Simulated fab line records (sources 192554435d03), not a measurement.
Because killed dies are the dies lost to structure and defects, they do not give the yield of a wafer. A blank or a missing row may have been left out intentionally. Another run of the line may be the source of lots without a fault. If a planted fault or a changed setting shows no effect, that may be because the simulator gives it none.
Which tool was responsible?	flow n5_finfet	10 lots, 29 wafers sampled, at 5 steps of a route of 1938

WHAT THE GAUGES READ, wafer by wafer
N5_BEOL_M4_RC_MEAS_101.
lot	measured	on	DIBL_N (mV/V)
L356	day 9 10:20	prober-01	38.5 37.8 37.9
L357	day 9 11:25	prober-01	34.4 33.5 34.8
L358	day 9 10:26	prober-02	38.1 37.7 35.1
L360	day 9 19:14	prober-02	38.7 37.0
L365	day 11 04:08	prober-01	38.3 34.2 35.1
L367	day 11 21:34	prober-01	38.9 38.0 41.7
L369	day 12 22:19	prober-01	36.3 35.3 37.1
L371	day 12 18:44	prober-02	35.6 36.3 34.5
L374	day 13 18:32	prober-02	35.8 35.2 34.1
L375	day 14 12:35	prober-02	37.4 34.5 38.1

TOOL THAT RAN EACH LOT (tool first, then ch and the chambers of the sampled wafers, then the start)
lot	N5_SD_ACTIVATION_LSA_01	N5_ILD0_LINER_00	N5_ILD0_PRECLEAN_10	N5_ILD0_ALD_15
L356	laser_anneal-01 ch 0, day 3 15:06	ald_sin-02 ch 0,1,3, day 3 15:40	remote_plasma-01 ch 0, day 3 18:41	ald_sin-03 ch 1,2,3, day 3 19:22
L357	laser_anneal-02 ch 0, day 3 22:17	ald_sin-03 ch 0,2,3, day 3 22:50	remote_plasma-02 ch 0, day 4 01:58	ald_sin-03 ch 0,2,3, day 4 02:32
L358	laser_anneal-01 ch 0, day 3 22:37	ald_sin-02 ch 0,1, day 3 23:08	remote_plasma-01 ch 0, day 4 02:22	ald_sin-02 ch 0,2, day 4 02:50
L360	laser_anneal-01 ch 0, day 4 11:28	ald_sin-01 ch 0,2, day 4 12:02	remote_plasma-02 ch 1, day 4 15:04	ald_sin-02 ch 1,2, day 4 15:44
L365	laser_anneal-02 ch 0, day 5 18:02	ald_sin-03 ch 0,3, day 5 18:35	remote_plasma-02 ch 0, day 5 21:37	ald_sin-01 ch 2,3, day 5 22:18
L367	laser_anneal-02 ch 0, day 6 05:12	ald_sin-03 ch 0,3, day 6 05:44	remote_plasma-02 ch 0, day 6 08:53	ald_sin-03 ch 0,1,3, day 6 09:29
L369	laser_anneal-02 ch 0, day 6 17:01	ald_sin-01 ch 0,1,3, day 6 17:37	remote_plasma-02 ch 1, day 6 20:47	ald_sin-01 ch 0,1,2, day 6 21:21
L371	laser_anneal-02 ch 0, day 7 10:08	ald_sin-02 ch 1,2,3, day 7 10:43	remote_plasma-01 ch 1, day 7 13:52	ald_sin-03 ch 1,2, day 7 14:32
L374	laser_anneal-01 ch 0, day 8 02:55	ald_sin-03 ch 2,3, day 8 03:40	remote_plasma-01 ch 0, day 8 06:50	ald_sin-03 ch 0,2, day 8 07:24
L375	laser_anneal-02 ch 0, day 8 04:22	ald_sin-03 ch 0,1, day 8 04:55	remote_plasma-01 ch 1, day 8 08:17	ald_sin-02 ch 0,3, day 8 09:11
- N5_SD_ACTIVATION_LSA_01: time 0.0008 s.
- N5_ILD0_LINER_00: material SiNx, target thk 4 nm, pulse time 1 s, purge time 2 s.
- N5_ILD0_PRECLEAN_10: cleans in NF3:NH3, afs cycles 5, time 20 s, sublimation time 60 s.
- N5_ILD0_ALD_15: deposits SiNx, target thk 24 nm, pulse time 1 s, ald cycles 480.

THE ANSWER, worked out from the rows above alone
Rule: the lots themselves supply what counts as usual. The widest of any qualifying gaps counts: lots, ordered by their means at a reading, are off when they make up no more than a third of the lots, leave a main group of 4 or more, and stand apart from it by 3 or more times the standard deviation of that group's means. Not used: any main group whose means are identical at the precision the tables above print for the reading. A lot without any number at a reading at which 4 lots or more have one is off too. Any other lot the step has rows for is counted as sound.
No lot is off at any reading shown: from this, nothing can be told.

WHAT THE SIMULATOR HAD INSERTED
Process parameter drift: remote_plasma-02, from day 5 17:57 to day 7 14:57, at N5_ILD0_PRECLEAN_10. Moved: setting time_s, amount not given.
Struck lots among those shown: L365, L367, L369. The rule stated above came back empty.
